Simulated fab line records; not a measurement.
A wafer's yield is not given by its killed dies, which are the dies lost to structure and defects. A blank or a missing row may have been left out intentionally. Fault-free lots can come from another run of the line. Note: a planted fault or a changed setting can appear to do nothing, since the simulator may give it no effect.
Chamber matching ; flow n5 finfet ; N5_BEOL_M10_ILD_DEP_00 on pecvd-03: 3 sister chambers
The step deposits SiCOH lowk from DEMS/porogen, target thk 308.51 nm, time 58 s. 6 wafers are shown with their chamber, then 10 later ones without.

EACH WAFER AND ITS CHAMBER
wafer;chamber;throttle valve pct (%);showerhead plenum p Torr (Torr)
L079.2;0;12.5;5.722
L081.5;0;12.2;5.709
L082.2;1;15.2;5.717
L082.5;2;11.9;5.733
L084.2;1;15.2;5.724
L084.3;2;11.7;5.712

WAFERS WITH NO CHAMBER GIVEN
wafer;throttle valve pct (%);showerhead plenum p Torr (Torr)
L084.4;15.2;5.721
L088.2;11.9;5.729
L088.4;12.9;5.718
L088.6;11.6;5.724
L089.1;11.8;5.725
L089.2;15.1;5.720
L089.3;12.7;5.716
L092.3;11.9;5.728
L092.4;12.6;5.714
L092.5;14.9;5.721

EACH ONE'S CHAMBER
wafer;from the rows above;in truth
L084.4;1;1
L088.2;2;2
L088.4;0;0
L088.6;2;2
L089.1;2;2
L089.2;1;1
L089.3;0;0
L092.3;2;2
L092.4;0;0
L092.5;1;1
10 of 10 placed correctly. Number that these rows cannot place: 0. Placed wrongly: 0.
How it was worked out, from the rows above alone: a wafer's distance from a chamber is the root of the sum, over the readings, of the square of ((its reading less the chamber's mean) divided by the reading's scatter). The wafer belongs to the nearest chamber; if the next one is less than 2 further off, it can't be placed. A chamber's mean is the mean of its shown wafers. The scatter: take each reading less its chamber's mean, square it, sum over the shown wafers, divide by the number of wafers less the number of chambers, and take the root.
